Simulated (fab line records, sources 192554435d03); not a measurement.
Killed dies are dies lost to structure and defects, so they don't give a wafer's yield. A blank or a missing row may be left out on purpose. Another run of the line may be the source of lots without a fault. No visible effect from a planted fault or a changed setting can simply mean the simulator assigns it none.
fab line records	flow n5-finfet
record lots=7	wafers=18	last-day=16
route steps=1938 shown BEOL_M0@719 BEOL_M4@1111 PASSIVATION@1936
lots untouched by any fault: they come from a run of this same line in which no faults occurred
start-h: hours from the record's opening day to when the first of the lot's shown wafers began	wait-h: how many hours have passed since the lot's step before this one	" repeats the value in the row above	L1.1+2: a row that stands for several wafers	- no value present, or no start provided	* or withheld: withheld	< > ~ a bound
route shown NAME@n: names a module that has steps shown in the file, with the first one's number in the route	usual: mean and standard deviation over wafers with no fault	same: alike in all rows	chamber/n: place in a boat	sites: the reading at each site	_std_site: standard deviation of those values	_edge_site: mean of outer sites minus mean of inner sites	radius-mm: for every site, how far away it sits from the centre of the wafer	mask NAME#n: copy n	behind: tool/chamber where the wafer was last shaped	hold: why the lot was held/for how many hours/how that ended	device: which transistor (n, p or np) failed to switch	end of line: tests run on the same wafers once the route is complete	where a step has no rows: the recipe by itself	killed: the dies lost at the first sort to structure and to defects; this is not the yield of the wafer	map: per-die view of a wafer (x killed, . not killed, _ where there is no die)
set.NAME: setting as actually run; set.NAME@STEP: the setting as run at that earlier step	model.NAME: the simulator's own value behind a step, which no gauge read
lots seen at some steps along the route; tables by step, rows by wafer
services: a tool's chamber out of use, with start hour (start-h, from the record's first day; less than 0 if before it), hours out, and reason
## steps
# step N5_BEOL_M0_WET_ETCH_106
# recipe chemistry=DHF	dilution=10:1	temp-c=25	target=SiO2	target-depth-a=1300	dry=ipa-marangoni	rinse-time-s=30	rinse-temp-c=23
# step N5_BEOL_M0_ETCH_128
# recipe chemistry=CF4/N2	target-depth-a=120	overetch-a=51	target=SiCN	time-s=21.4	ion-energy-ev=150	pressure-mtorr=40	source-w=430	bias-w=70	Ar_flow_sccm=100	cf4-flow-sccm=60	n2-flow-sccm=60
# usual drypump-motor-current-A=5.7/0.49	oes-product-au=0.53/0.037	rf-vpp-V=383.2/1.5	showerhead-plenum-p-Torr=2.24/0.047	throttle-valve-pct=15.50/0.22
lot.wafer	tool	chamber	start-h	wait-h	drypump-motor-current-A	oes-product-au	rf-hours-counter-h	rf-vpp-V	showerhead-plenum-p-Torr	throttle-valve-pct
L586.2	rie-diel-05	3	171.16	1.1	5.4	0.55	89	386.4	2.31	15.20
L586.5	"	0	"	"	5.5	0.52	-	383.3	2.22	15.65
L586.6	"	3	"	"	5.5	0.56	-	385.3	2.31	15.19
L590.1	rie-diel-02	0	197.11	0.1	6.5	0.58	60	384.4	2.32	15.41
L590.2	"	3	"	"	5.9	0.52	125	381.2	2.22	15.75
L590.6	"	1	"	"	6.3	0.48	-	382.3	2.18	15.33
L593.1	rie-diel-02	2	217.73	0.0	5.1	0.48	201	382.4	2.20	15.90
L593.3	"	3	"	"	5.9	0.51	133	383.3	2.21	15.74
L594.3	rie-diel-02	0	220.83	0.0	6.5	0.57	69	384.5	2.32	15.42
L594.4	"	1	"	"	6.3	0.48	237	380.6	2.18	15.35
L594.5	"	0	"	"	6.5	0.57	-	386.1	2.32	15.44
L595.5	rie-diel-06	1	227.05	0.0	5.7	0.47	-	382.7	2.27	15.61
L595.6	"	0	"	"	6.4	0.48	-	380.7	2.18	15.79
L596.1	rie-diel-06	1	232.50	0.2	5.7	0.46	226	382.6	2.27	15.61
L596.6	"	0	"	"	6.4	0.48	-	382.6	2.18	15.81
L599.1	rie-diel-05	3	249.73	0.0	5.5	0.54	117	384.1	2.30	15.23
L599.3	"	0	"	"	5.5	0.50	145	382.1	2.21	15.73
L599.6	"	1	"	"	6.2	0.56	-	383.7	2.22	15.54
# step N5_BEOL_M0_TRENCH_ETCH_107
# recipe chemistry=C4F6/O2	target-depth-a=328	target=SiOC	time-s=16.4	ion-energy-ev=250	pressure-mtorr=30	source-w=355	bias-w=185	Ar_flow_sccm=300	C4F6_flow_sccm=10	O2_flow_sccm=10
# step N5_BEOL_M0_STRIP_142
# recipe chemistry=N2/H2	time-s=10	power-w=450	temp-c=40	pressure-mtorr=20	rf-frequency-hz=6e+07	bias-power-w=7	n2-flow-sccm=200	h2-flow-sccm=200
# usual drypump-motor-current-A=5.7/0.49	h2-flow-sccm=200.0/0.52	oes-product-au=0.77/0.057	rf-vpp-V=59.3/0.8	showerhead-plenum-p-Torr=2.58/0.063	throttle-valve-pct=23.70/0.26
lot.wafer	tool	chamber	start-h	wait-h	drypump-motor-current-A	h2-flow-sccm	oes-product-au	rf-hours-counter-h	rf-vpp-V	showerhead-plenum-p-Torr	throttle-valve-pct
L586.2	rie-diel-05	3	171.23	0.0	5.5	199.5	0.82	89	58.9	2.66	23.42
L586.5	"	0	"	"	5.5	199.3	0.79	-	58.9	2.54	23.53
L586.6	"	3	"	"	5.5	199.8	0.82	-	59.9	2.66	23.42
L590.1	rie-diel-02	0	197.18	0.0	6.5	200.5	0.87	60	59.8	2.71	23.86
L590.2	"	3	"	"	5.9	200.2	0.76	125	60.2	2.55	23.99
L590.6	"	1	"	"	6.3	200.2	0.70	-	59.0	2.51	23.57
L593.1	rie-diel-02	2	217.79	0.0	5.1	200.7	0.71	201	58.5	2.51	23.91
L593.3	"	3	"	"	5.9	199.5	0.75	133	58.8	2.55	24.01
L594.3	rie-diel-02	0	220.90	0.0	6.5	199.8	0.85	69	60.3	2.70	23.87
L594.4	"	1	"	"	6.3	199.0	0.69	237	58.5	2.51	23.56
L594.5	"	0	"	"	6.5	199.8	0.84	-	58.8	2.70	23.87
L595.5	rie-diel-06	1	227.12	0.0	5.7	199.2	0.68	-	59.3	2.61	23.49
L595.6	"	0	"	"	6.4	200.9	0.69	-	58.4	2.50	24.31
L596.1	rie-diel-06	1	232.57	0.0	5.7	200.3	0.69	226	58.8	2.61	23.52
L596.6	"	0	"	"	6.4	199.8	0.69	-	59.4	2.50	24.29
L599.1	rie-diel-05	3	249.79	0.0	5.5	201.1	0.79	117	59.5	2.65	23.44
L599.3	"	0	"	"	5.5	199.1	0.76	145	58.2	2.53	23.57
L599.6	"	1	"	"	6.2	199.6	0.81	-	59.7	2.55	24.02
# step N5_BEOL_M0_OCD_MEAS_108
# usual trench-depth-nm=32.7/0.62
lot.wafer	tool	chamber	start-h	wait-h	trench-depth-nm
L586.2	ocd-01	-	171.31	0.1	32.0
L586.5	"	-	"	"	33.5
L586.6	"	-	"	"	32.8
L590.1	ocd-01	-	197.26	0.1	33.3
L590.2	"	-	"	"	32.5
L590.6	"	-	"	"	31.7
L593.1	ocd-01	-	217.87	0.1	32.4
L593.3	"	-	"	"	32.4
L594.3	ocd-02	-	220.98	0.1	33.2
L594.4	"	-	"	"	32.1
L594.5	"	-	"	"	33.0
L595.5	ocd-01	-	227.18	0.0	32.9
L595.6	"	-	"	"	32.7
L596.1	ocd-02	-	232.66	0.1	32.9
L596.6	"	-	"	"	32.7
L599.1	ocd-02	-	249.87	0.1	32.1
L599.3	"	-	"	"	33.9
L599.6	"	-	"	"	33.3
# step N5_BEOL_M0_HM_STRIP_129
# recipe chemistry=peroxide-tin-strip	material=TiN	target-depth-a=170	temp-c=50	time-s=108
# step N5_BEOL_M0_SRD_130
# recipe time-s=30	temp-c=23	rinse-liquid=diw	dry=ipa-marangoni
# step N5_BEOL_M0_ETCH_109
# recipe chemistry=CH3F/O2	target-depth-a=80	overetch-a=24	target=SiCN	time-s=27.4	ion-energy-ev=120	pressure-mtorr=30	source-w=395	bias-w=75	Ar_flow_sccm=150	CH3F_flow_sccm=30	O2_flow_sccm=20
# usual drypump-motor-current-A=5.8/0.44	oes-product-au=0.65/0.047	rf-vpp-V=297.8/1.1	showerhead-plenum-p-Torr=2.03/0.037	throttle-valve-pct=16.41/0.21
lot.wafer	tool	chamber	start-h	wait-h	drypump-motor-current-A	oes-product-au	rf-hours-counter-h	rf-vpp-V	showerhead-plenum-p-Torr	throttle-valve-pct
L586.2	rie-diel-06	1	171.66	0.3	5.7	0.59	202	298.9	2.06	16.39
L586.5	"	0	"	"	6.4	0.60	-	296.5	1.98	16.64
L586.6	"	3	"	"	5.7	0.71	-	299.6	2.04	16.50
L590.1	rie-diel-06	2	197.37	0.0	5.5	0.66	123	296.3	2.01	16.25
L590.2	"	0	"	"	6.4	0.60	209	298.5	1.98	16.67
L590.6	"	1	"	"	5.7	0.59	-	299.8	2.05	16.42
L593.1	rie-diel-06	1	217.99	0.0	5.7	0.60	219	297.6	2.05	16.44
L593.3	"	0	"	"	6.4	0.59	217	296.7	1.98	16.68
L594.3	rie-diel-06	2	221.09	0.0	5.5	0.65	132	296.9	2.01	16.28
L594.4	"	2	"	"	5.5	0.66	-	298.5	2.01	16.28
L594.5	"	1	"	"	5.7	0.60	-	300.0	2.05	16.44
L595.5	rie-diel-06	0	227.34	0.1	6.4	0.59	-	296.9	1.97	16.69
L595.6	"	3	"	"	5.7	0.70	-	297.5	2.03	16.51
L596.1	rie-diel-02	3	232.77	0.0	5.9	0.62	139	297.8	2.00	16.64
L596.6	"	0	"	"	6.5	0.73	-	299.1	2.10	16.29
L599.1	rie-diel-06	3	249.98	0.0	5.7	0.68	112	297.6	2.03	16.54
L599.3	"	2	"	"	5.5	0.65	144	296.7	2.00	16.29
L599.6	"	1	"	"	5.7	0.59	-	298.6	2.05	16.46
# step N5_BEOL_M0_STRIP_139
# recipe chemistry=post-etch-residue-remover	time-s=60	temp-c=25	remover-ph=withheld	remover-water-wt-pct=withheld	remover-fluoride-wt-pct=withheld
# step N5_BEOL_M0_SRD_111
# recipe time-s=30	temp-c=23	rinse-liquid=diw	dry=ipa-marangoni
# step N5_BEOL_M0_DEGAS_112
# recipe ambient=vacuum	temp-c=250	time-s=60
# usual heater-power-w=324/26
lot.wafer	tool	chamber	start-h	wait-h	heater-power-w
L586.2	pvd-sputter-03	-	175.51	3.7	295
L586.5	"	-	"	"	346
L586.6	"	-	"	"	328
L590.1	pvd-sputter-03	-	198.11	0.6	374
L590.2	"	-	"	"	342
L590.6	"	-	"	"	356
L593.1	pvd-sputter-01	-	218.43	0.3	327
L593.3	"	-	"	"	334
L594.3	pvd-sputter-03	-	221.86	0.6	289
L594.4	"	-	"	"	322
L594.5	"	-	"	"	290
L595.5	pvd-sputter-03	-	228.47	1.0	349
L595.6	"	-	"	"	318
L596.1	pvd-sputter-02	-	233.38	0.5	289
L596.6	"	-	"	"	326
L599.1	pvd-sputter-03	-	250.61	0.5	338
L599.3	"	-	"	"	292
L599.6	"	-	"	"	351
# step N5_BEOL_M0_PRE_CLEAN_113
# recipe gas=H2/He	time-s=30	temp-c=250
# step N5_BEOL_M0_ALD_136
# recipe material=TaN	target-thk-a=*	temp-c=275	ald-precursor-family=PDMAT	ald-co-reactant=NH3	pressure-torr=3	carrier-flow-sccm=1500	pulse-time-s=2	purge-time-s=3	co-reactant-purge-time-s=2	co-reactant-pulse-time-s=3	ald-cycles=30	precursor-vessel-temp-c=75	precursor-vessel-pressure-torr=26.25	precursor-vessel-carrier-sccm=1000
# usual co-reactant-pulse-time-s=3/0	heater-power-w=426/27
lot.wafer	tool	chamber	start-h	wait-h	co-reactant-pulse-time-s	heater-power-w
L586.2	ald-metal-01	1	175.62	0.1	3	435
L586.5	"	0	"	"	3	452
L586.6	"	3	"	"	3	435
L590.1	ald-metal-01	0	198.21	0.0	3	463
L590.2	"	2	"	"	3	398
L590.6	"	1	"	"	3	444
L593.1	ald-metal-01	3	218.58	0.1	2.6125	440
L593.3	"	1	"	"	3	438
L594.3	ald-metal-04	1	221.96	0.0	3	420
L594.4	"	3	"	"	3	457
L594.5	"	2	"	"	3	432
L595.5	ald-metal-01	1	228.73	0.2	3	430
L595.6	"	2	"	"	2.6125	391
L596.1	ald-metal-01	2	233.48	0.0	2.6125	394
L596.6	"	3	"	"	2.6125	437
L599.1	ald-metal-03	1	250.74	0.1	3	376
L599.3	"	0	"	"	3	379
L599.6	"	1	"	"	3	378
# step N5_BEOL_M0_SURFACE_TREAT_137
# recipe gas=Ar	time-s=*	ion-energy-ev=*	ion-current-ma-cm2=0.5	pressure-mtorr=*	ar-flow-sccm=30
# usual throttle-valve-pct=*
lot.wafer	tool	chamber	start-h	wait-h	throttle-valve-pct
L586.2	pvd-sputter-01	-	175.91	0.2	*
L586.5	"	-	"	"	*
L586.6	"	-	"	"	*
L590.1	pvd-sputter-03	-	198.61	0.3	*
L590.2	"	-	"	"	*
L590.6	"	-	"	"	*
L593.1	pvd-sputter-03	-	218.96	0.3	*
L593.3	"	-	"	"	*
L594.3	pvd-sputter-02	-	222.84	0.8	*
L594.4	"	-	"	"	*
L594.5	"	-	"	"	*
L595.5	pvd-sputter-02	-	229.00	0.2	*
L595.6	"	-	"	"	*
L596.1	pvd-sputter-03	-	233.85	0.3	*
L596.6	"	-	"	"	*
L599.1	pvd-sputter-01	-	251.02	0.2	*
L599.3	"	-	"	"	*
L599.6	"	-	"	"	*
# step N5_BEOL_M4_RC_MEAS_101
# usual DIBL_N=35.9/1.6	DIBL_P=35.6/2.1	IOFF_N=0.149/0.029	IOFF_P=0.20/0.033	ION_N=671/11	ION_P=460/7.3	SS_N=71.4/0.62	SS_P=73.2/0.65	VT_N=251/3.1	VT_P=-251/3.4
lot.wafer	tool	chamber	start-h	wait-h	DIBL_N[mV/V]	DIBL_P[mV/V]	IOFF_N[nA/um]	IOFF_P[nA/um]	ION_N[uA/um]	ION_P[uA/um]	SS_N[mV/dec]	SS_P[mV/dec]	VT_N[mV]	VT_P[mV]
L586.2	prober-01	0	222.77	0.2	35.2	35.6	0.148	0.20	677	470	70.5	73.3	251	-247
L586.5	"	0	"	"	34.3	34.7	0.128	0.19	666	459	70.7	73.2	254	-249
L586.6	"	0	"	"	34.4	34.8	0.140	0.19	675	461	71.5	73.0	252	-252
L590.1	prober-01	0	246.60	0.0	34.1	31.6	0.125	0.17	665	459	71.2	72.4	250	-253
L590.2	"	0	"	"	35.4	34.4	0.139	0.21	665	465	71.1	73.7	250	-249
L590.6	"	0	"	"	33.1	31.5	0.106	0.16	668	457	70.7	72.6	253	-251
L593.1	prober-02	0	257.60	0.0	37.4	35.4	0.141	0.19	680	462	71.4	73.3	253	-252
L593.3	"	0	"	"	37.6	36.2	0.156	0.20	676	455	71.9	73.9	249	-250
L594.3	prober-02	0	274.11	0.3	33.3	32.8	0.103	0.15	652	448	71.6	72.5	260	-253
L594.4	"	0	"	"	35.9	34.9	0.128	0.17	664	455	71.9	73.5	255	-254
L594.5	"	0	"	"	37.8	37.3	0.164	0.21	671	470	72.6	73.6	250	-253
L595.5	prober-02	0	277.66	0.6	36.0	35.6	0.131	0.17	663	458	71.7	73.1	251	-253
L595.6	"	0	"	"	35.4	34.2	0.122	0.16	664	453	71.1	73.3	254	-253
L596.1	prober-02	0	280.85	0.0	33.7	33.6	0.127	0.18	666	464	71.3	73.2	250	-250
L596.6	"	0	"	"	35.7	35.1	0.146	0.21	661	455	71.1	73.0	252	-250
L599.1	prober-02	0	300.46	0.0	39.6	38.6	0.223	0.27	694	476	72.4	74.5	242	-244
L599.3	"	0	"	"	37.8	37.6	0.195	0.25	690	467	71.7	73.5	247	-248
L599.6	"	0	"	"	37.5	37.1	0.180	0.24	675	464	71.8	73.3	246	-247
# step N5_PASSIVATION_PROBE_49
# usual defect-limited-yield=90.9/1.5	killed_at_M0_to_M3=36/9.9	killed_at_M4_up=13/4.5	killed-at-contacts=13/6.4	killed-at-front-end=42/12	killed-at-other=3.4/3	killed-dies=107/18	killed-open=69/13	killed-short=35/8.2	sort_bin_5_function=5.3/1.1	sort_bin_6_memory=3.4/0.69	sort-n-pass=1073/18	sort-yield-pct=90.9/1.5
# same gross-dies=1180	killed-at-back-side=0	sort_bin_4_leakage[%]=0	sort_bin_8_speed[%]=0
lot.wafer	tool	chamber	start-h	wait-h	defect-limited-yield[%]	killed_at_M0_to_M3	killed_at_M4_up	killed-at-contacts	killed-at-front-end	killed-at-other	killed-dies	killed-open	killed-short	sort_bin_5_function[%]	sort_bin_6_memory[%]	sort-n-pass	sort-yield-pct[%]
L586.2	prober-01	-	317.80	0.1	93.1	22	11	5	43	1	82	45	35	3.9	2.6	1098	93.1
L586.6	prober-01	-	318.00	0.3	91.5	35	11	10	36	8	100	56	36	4.5	3.0	1080	91.5
L590.1	prober-02	-	343.95	0.0	94.0	27	6	5	30	3	71	45	24	3.8	2.2	1109	94.0
L590.2	prober-02	-	344.00	0.1	94.4	18	11	8	26	3	66	48	16	2.5	2.8	1114	94.4
L590.6	prober-02	-	344.20	0.3	92.4	37	8	5	37	3	90	57	27	3.5	3.2	1090	92.4
L593.1	prober-01	-	354.01	0.0	88.4	40	14	23	58	2	137	102	34	7.6	3.9	1043	88.4
L593.3	prober-01	-	354.11	0.1	90.0	34	5	26	47	6	118	79	39	6.4	3.3	1062	90.0
L594.3	prober-01	-	382.25	0.1	91.0	27	12	15	47	5	106	67	36	5.7	2.9	1074	91.0
L594.4	prober-01	-	382.30	0.2	93.5	20	18	10	26	3	77	50	23	3.6	2.6	1103	93.5
L594.5	prober-01	-	382.35	0.2	93.1	15	11	11	27	17	81	48	29	4.1	2.4	1099	93.1
# killed by level:class
L586.2 FIN_SAQP:geometric-particle:open=11 STI_FIN_REVEAL:geometric-particle:open=9 FIN_SAQP:geometric-particle:short=7 BEOL_M3:geometric-particle:open=7 MOL_CONTACT_COAG:geometric-particle:open=5 BEOL_M3:geometric-particle:short=4 STARTING-WAFER:geometric-particle:short=4 GATE_CUT:geometric-particle:short=3
L586.6 FIN_SAQP:geometric-particle:short=10 BEOL_M1:geometric-particle:open=9 HKMG_FIN:area-etch=8 MOL_CONTACT_COAG:geometric-particle:open=7 BEOL_M0:geometric-particle:open=6 FIN_SAQP:geometric-particle:open=5 BEOL_M0_SAQP:geometric-particle:short=5 BEOL_M3:geometric-particle:open=5
L590.1 BEOL_M3:geometric-particle:open=13 STI_FIN_REVEAL:geometric-particle:open=8 GATE_CUT:geometric-particle:short=6 FIN_SAQP:geometric-particle:open=5 BEOL_M0_SAQP:geometric-particle:short=4 STARTING-WAFER:geometric-particle:short=4 MOL_CONTACT_COAG:geometric-particle:open=3 BEOL_M2:geometric-particle:open=3
L590.2 FIN_SAQP:geometric-particle:open=6 BEOL_M0_SAQP:geometric-particle:open=6 STI_FIN_REVEAL:geometric-particle:open=5 MOL_CONTACT_COAG:geometric-particle:open=5 BEOL_M0:geometric-particle:open=4 BEOL_M4:geometric-particle:open=4 GATE_CUT:geometric-particle:open=3 BEOL_M1:geometric-particle:open=3
L590.6 BEOL_M0_SAQP:geometric-particle:open=8 BEOL_M2:geometric-particle:open=7 STI_FIN_REVEAL:geometric-particle:open=6 GATE_CUT:geometric-particle:short=6 BEOL_M1:geometric-particle:open=6 BEOL_M0_SAQP:geometric-particle:short=6 BEOL_M3:geometric-particle:open=5 HKMG_FIN:area-etch=5
L593.1 FIN_SAQP:geometric-particle:open=29 MOL_CONTACT_COAG:geometric-particle:open=18 BEOL_M3:geometric-particle:open=10 BEOL_M0_SAQP:geometric-particle:short=9 BEOL_M1:geometric-particle:open=6 MOL_CONTACT_COAG:geometric-particle:short=5 BEOL_M0_SAQP:geometric-particle:open=5 BEOL_M4:geometric-particle:open=4
L593.3 MOL_CONTACT_COAG:geometric-particle:open=22 FIN_SAQP:geometric-particle:open=15 FIN_SAQP:geometric-particle:short=14 STI_FIN_REVEAL:geometric-particle:open=10 BEOL_M2:geometric-particle:open=9 BEOL_M0_SAQP:geometric-particle:short=9 BEOL_M1:geometric-particle:open=6 BEOL_M4:geometric-particle:open=4
L594.3 MOL_CONTACT_COAG:geometric-particle:open=13 FIN_SAQP:geometric-particle:short=9 FIN_SAQP:geometric-particle:open=9 DUMMY_GATE:geometric-particle:open=8 BEOL_M3:geometric-particle:open=8 BEOL_M1:geometric-particle:open=7 STARTING-WAFER:geometric-particle:short=5 BEOL_M0_SAQP:geometric-particle:open=5
L594.4 MOL_CONTACT_COAG:geometric-particle:open=10 BEOL_M4:geometric-particle:open=8 BEOL_M0_SAQP:geometric-particle:short=6 BEOL_M1:geometric-particle:open=5 STARTING-WAFER:geometric-particle:open=5 FIN_SAQP:geometric-particle:short=4 FIN_SAQP:geometric-particle:open=4 STARTING-WAFER:geometric-particle:short=4
L594.5 MOL_CONTACT_COAG:geometric-particle:open=6 BEOL_M4:geometric-particle:open=5 FIN_SAQP:geometric-particle:short=4 GATE_CUT:geometric-particle:open=4 MOL_CONTACT_COAG:geometric-particle:short=4 BEOL_M0_SAQP:geometric-particle:open=4 BEOL_M1:geometric-particle:open=4 PAD_METAL:geometric-particle:short=4
## services
tool	chamber	start-h	hours	kind
rie-diel-02	-	156.72	16.8	repair
ald-metal-04	-	156.82	2.9	repair
rie-diel-06	1	161.09	4.9	repair
rie-diel-05	2	164.28	5.6	repair
rie-diel-06	3	211.16	15.1	repair
ald-metal-04	-	223.20	0.6	repair
rie-diel-02	2	226.34	13.2	repair
ald-metal-03	0	231.60	2.0	repair
rie-diel-06	1	233.21	4.6	repair
rie-diel-06	-	242.52	0.3	repair
## key
first-sign step=N5_BEOL_M0_ALD_136	reading=co-reactant-pulse-time-s	direction=down	sigmas=99+	usual=*	struck=*
effect none on later readings
met-at N5_BEOL_M0_ALD_136
struck-wafers L593.1,L595.6,L596.1,L596.6
onset-between 198.21 218.58
fault kind=process-parameter-drift	tool=ald-metal-01	chamber=-	onset-h=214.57	steps=N5_BEOL_M0_ALD_136	channel=co-reactant-pulse-time-s	offset=*	shape=step	end-h=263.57	scope=struck-wafers-only	acts-in=*	stated=*
